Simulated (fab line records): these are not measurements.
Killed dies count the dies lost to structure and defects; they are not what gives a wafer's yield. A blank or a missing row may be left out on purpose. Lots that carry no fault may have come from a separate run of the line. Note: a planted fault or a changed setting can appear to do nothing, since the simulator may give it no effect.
2 desks looking at one fault | flow n5-finfet | what lay behind the numbers comes last; until then each desk has only its own

THE METROLOGY DESK
Lot by lot, what the gauges showed, no matter which tool ran the lot: averages of those sampled wafers that carry a number. Any lot whose mean is over 4 standard deviations away from the usual mean is out of limits and marked OUT; that distance is given in the brackets. Shown here are 7 of its 11 readings, the ones lying furthest out on some lot.
Columns: A = cd-nm at N5_BEOL_M0_SAQP_CD_MEAS_14, usual 42.5 nm; B = DIBL_N at N5_BEOL_M4_RC_MEAS_101, usual 36.0 mV/V; C = DIBL_P at N5_BEOL_M4_RC_MEAS_101, usual 35.6 mV/V; D = IOFF_N at N5_BEOL_M4_RC_MEAS_101, usual 0.15 nA/um; E = IOFF_P at N5_BEOL_M4_RC_MEAS_101, usual 0.19 nA/um; F = ION_P at N5_BEOL_M4_RC_MEAS_101, usual 455 uA/um; G = VT_P at N5_BEOL_M4_RC_MEAS_101, usual -253 mV
lot  | first seen here | A    | B    | C    | D    | E    | F   | G
L580 | day 5 21:02     | 42.3 | 35.4 | 34.9 | 0.12 | 0.15 | 447 | -258
L581 | day 6 02:02     | 42.6 | 35.8 | 35.1 | 0.14 | 0.17 | 446 | -253
L584 | day 6 17:10     | 42.7 | 35.6 | 35.5 | 0.15 | 0.19 | 449 | -252
L589 | day 8 06:16     | 43.8 | 33.1 | 32.6 | 0.11 | 0.16 | 453 | -254
L592 | day 9 01:37     | 43.5 | 37.2 | 38.1 | 0.18 | 0.21 | 458 | -251
L596 | day 9 21:22     | 42.2 | 37.9 | 36.1 | 0.16 | 0.20 | 461 | -251
L601 | day 10 21:27    | 42.6 | 34.1 | 35.4 | 0.13 | 0.15 | 445 | -261
L602 | day 11 09:38    | 42.6 | 35.4 | 34.6 | 0.14 | 0.20 | 460 | -250
This desk's verdict: no lot among the 8 shows anything out of limits.

TOOL OWNER'S DESK, arfi-scanner-02
The tool's own readings at N5_BEOL_M0_SAQP_EXPOSE_11 (exposes mask M0 CORE, target cd 42 nm): means of the sampled wafers that have a number, for each lot that ran on this tool. Any lot whose mean is over 4 standard deviations away from the usual mean is out of limits and marked OUT; that distance is given in the brackets.
Columns: A = exposure-dose-mJ-cm2 at N5_BEOL_M0_SAQP_EXPOSE_11, usual 54.97; B = focus-offset-nm at N5_BEOL_M0_SAQP_EXPOSE_11, usual 0.1 nm; C = stage-vel-mm-s at N5_BEOL_M0_SAQP_EXPOSE_11, usual 500.01 mm/s
lot  | first seen here | A               | B    | C
L581 | day 6 01:55     | 54.97           | 0.7  | 500.18
L584 | day 6 17:02     | 55.00           | -0.6 | 500.19
L589 | day 8 06:10     | 53.29 (-29) OUT | -0.5 | 499.92
L592 | day 9 01:29     | 53.52 (-25) OUT | 0.0  | 500.32
Finding of this desk: L589, L592 out of limits; the first was L589 at day 8 06:10, on exposure-dose-mJ-cm2 at N5_BEOL_M0_SAQP_EXPOSE_11. L581, L584 stayed within limits.

TAKEN TOGETHER
The tool owner's desk could have raised an alarm at day 8 06:10, on L589, L592.
The metrology desk saw nothing out of limits.
The metrology desk has L589, L592 on record, within its limits.
All the named lots went through N5_BEOL_M0_SAQP_EXPOSE_11 on arfi-scanner-02.

WHAT HAD BEEN PUT IN BY THE SIMULATOR
Drift in process parameters on arfi-scanner-02 at N5_BEOL_M0_SAQP_EXPOSE_11, starting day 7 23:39. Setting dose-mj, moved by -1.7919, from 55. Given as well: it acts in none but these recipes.
Lots struck among those shown: L589, L592.
Delay in hours, fault start to first out-of-limits reading, by desk: the tool owner's desk at 7.
